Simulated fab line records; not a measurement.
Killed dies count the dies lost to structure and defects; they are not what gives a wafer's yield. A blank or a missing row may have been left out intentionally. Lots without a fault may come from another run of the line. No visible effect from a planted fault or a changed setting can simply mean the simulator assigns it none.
A struck lot beside a sound one    flow n5-finfet    42 out of 1938 route steps
Sound: the wafers L110.2, L110.4, L110.5. Wafers struck: L105.3, L105.4, L105.6. The cause is named last.
At each step with rows: each side's tool, then ch and its chambers, then its first start. Under that, the readings that differ: sound wafers    struck wafers    difference of the means    sigmas: that difference in standard deviations of wafers without a fault.
alike: readings whose means differ by less than 2 such deviations, and words and numbers that are the same on both sides. not compared: withheld readings, readings that some wafer has no value for, bounds like >300 that may hide the same value, and numbers for which the record gives no deviation and whose values overlap.
Wherever a step has rows on one side only, a row that says differs or no value, or a row with sigmas, the two part there. Numbers that have no deviation but don't overlap get no sigmas and don't part them. A reading that every wafer of one side lacks parts them only if that side has two wafers or more.

N5_BEOL_M4_SPUTTER_96: material Cu, target thk 4.5 nm, time 8.29 s.
  sound on pvd-sputter-01 at day 11 10:12; struck on pvd-sputter-03 at day 9 22:58
  alike: chuck-sensor-temp-C, throttle-valve-pct
then, 1 step without rows for these wafers: N5_BEOL_M4_ECD_50 (material Cu, target thk 300 nm).
N5_BEOL_M4_ANNEAL_51: time 90 s.
  sound on rtp-anneal-02 ch 0, day 11 10:26; struck on rtp-anneal-01 ch 0, day 9 23:15
  alike: wafer_temp_C_max
then, 1 step without rows for these wafers: N5_BEOL_M4_CMP_52 (polishes, stops on SiOC, t overpolish 6.8 s, target thk 40 nm).
N5_BEOL_M4_THK_MEAS_53: measures by xrf.
  sound on film-metro-02 at day 11 10:59; struck on film-metro-02 at day 9 23:46
  alike: M4_THK
then, 4 steps without rows for these wafers: N5_BEOL_M4_PRE_CLEAN_60 (time 15 s); N5_BEOL_M4_CO_CAP_55 (material Co, precursor CCTBA/H2, target thk 2 nm, time 102.1 s); N5_BEOL_M4_PRE_CLEAN_56 (time 15 s); N5_BEOL_M4_DEP_57 (deposits SiCN from 3MS/NH3, target thk 8 nm, time 14 s).
N5_BEOL_M4_RS_MEAS_58: the measuring method here is four-point-probe.
  sound on film-metro-02 at day 11 11:22; struck on film-metro-01 at day 10 00:03
  alike: M4_RS
N5_BEOL_M4_INSPECT_59: inspects for defects (darkfield).
  sound on defect-inspect-01 at day 11 11:23; struck on defect-inspect-01 at day 10 00:04
  alike: raw-defect-count
N5_BEOL_M4_RC_MEAS_101:
  sound on prober-02 ch 0, day 11 11:34; struck on prober-01 ch 0, day 10 00:25
  alike: DIBL_N, DIBL_P, IOFF_N, IOFF_P, ION_N, ION_P, SS_N, SS_P, VT_N, VT_P
N5_BEOL_M5_ILD_DEP_00: deposits SiCOH lowk from DEMS/porogen, target thk 140.64 nm, time 25.9 s.
  sound on pecvd-01 ch 1,2, day 11 12:22; struck on pecvd-02 ch 0,2, day 10 01:04
  no value came back on the struck wafers for any of 5 readings (chamber-pressure-Torr (Torr), heater-power-outer-w (W) and others); on the sound wafers chamber-pressure-Torr (Torr) reads 5.028 5.008 4.998
N5_BEOL_M5_CURE_79: cures SiCOH lowk, time 240 s.
  sound on uv-cure-02 ch 0, day 11 12:31; struck on uv-cure-01 ch 1, day 10 01:18
  alike: lamp-power-pct, wafer_temp_C_max
N5_BEOL_M5_PECVD_70: deposits SiO2 from TEOS/O2, target thk 16 nm, time 18 s.
  sound on pecvd-03 ch 0,1,2, day 11 12:59; struck on pecvd-03 ch 0,1,2, day 10 01:41
  alike: heater-power-w, showerhead-plenum-p-Torr, throttle-valve-pct
then, 10 steps without rows for these wafers: N5_BEOL_M5_HM_DEP_02 (deposits TiN, target thk 20 nm); N5_BEOL_M5_COAT_59 (time 60 s, resist thk 60 nm); N5_BEOL_M5_COAT_60 (time 60 s, resist thk 12 nm); N5_BEOL_M5_COAT_71 (time 60 s, resist thk 5 nm); N5_BEOL_M5_COAT_05 (resist thk 30 nm); N5_BEOL_M5_EBR_07; N5_BEOL_M5_SOFTBAKE_06 (time 60 s); N5_BEOL_M5_EXPOSE_08 (exposes mask M5, target cd 28 nm); N5_BEOL_M5_PEB_09 (peb time 60 s); N5_BEOL_M5_DEVELOP_10 (develop time 30 s).
N5_BEOL_M5_CD_MEAS_11: the cd target is 27.74 nm.
  sound on cd-sem-02 ch 0, day 11 14:53; struck on cd-sem-03 ch 0, day 10 03:20
  alike: cd-nm
N5_BEOL_M5_OVL_MEAS_12:
  sound on overlay-02 ch 0, day 11 14:55; struck on overlay-01 ch 0, day 10 03:23
  alike: M5_OVL
N5_BEOL_M5_INSPECT_13: inspects for defects (brightfield).
  sound on defect-inspect-01 at day 11 14:58; struck on defect-inspect-02 at day 10 03:26
  alike: raw-defect-count
then, 3 steps without rows for these wafers: N5_BEOL_M5_DESCUM_16 (chemistry O2, time 7 s); N5_BEOL_M5_ETCH_72 (etches underlayer in N2/H2, target depth 6.5 nm, time 5.2 s); N5_BEOL_M5_ETCH_61 (etches SiARC in CF4, target depth 15.6 nm, time 26 s).
N5_BEOL_M5_ETCH_62: etches SOC in N2/H2, target depth 75 nm, overetch 15 nm, time 112.5 s.
  sound on rie-diel-06 ch 2,3, day 11 15:08; struck on rie-diel-05 ch 1,2,3, day 10 03:44
reading       sound        struck       difference  sigmas
rf-vpp-V (V)  517 527 517  525 526 529  +6          +2
  alike: drypump-motor-current-A, oes-product-au, showerhead-plenum-p-Torr, temp-c, throttle-valve-pct
  not compared: rf-hours-counter-h
then, 5 steps without rows for these wafers: N5_BEOL_M5_STRIP_63 (strips in N2/H2); N5_BEOL_M5_STRIP_73 (strips in N2/H2); N5_BEOL_M5_STRIP_64 (strips in CF4); N5_BEOL_M5_HM_OPEN_17 (chemistry Cl2/BCl3, target TiN, target depth 20 nm, overetch 6 nm); N5_BEOL_M5_STRIP_19 (strips in O2).
N5_BEOL_M5_CD_MEAS_18: pitch 56 nm, target cd 28 nm.
  sound on cd-sem-01 at day 11 15:29; struck on cd-sem-01 at day 10 04:10
  alike: cd-nm
then, 3 steps without rows for these wafers: N5_BEOL_M5_COAT_65 (time 60 s, resist thk 60 nm); N5_BEOL_M5_COAT_66 (time 60 s, resist thk 12 nm); N5_BEOL_M5_COAT_74 (time 60 s, resist thk 5 nm).
N5_BEOL_M5_OCD_MEAS_38:
  sound on ocd-01 at day 11 16:31; struck on ocd-01 at day 10 05:02
reading               sound           struck  difference                     sigmas
trench-depth-nm (nm)  74.7 74.4 72.0  - - -   no value on the struck wafers  

WHERE THEY PART
First at N5_BEOL_M5_ILD_DEP_00; last, within this record, at N5_BEOL_M5_OCD_MEAS_38.

WHY: the cause the simulator had injected
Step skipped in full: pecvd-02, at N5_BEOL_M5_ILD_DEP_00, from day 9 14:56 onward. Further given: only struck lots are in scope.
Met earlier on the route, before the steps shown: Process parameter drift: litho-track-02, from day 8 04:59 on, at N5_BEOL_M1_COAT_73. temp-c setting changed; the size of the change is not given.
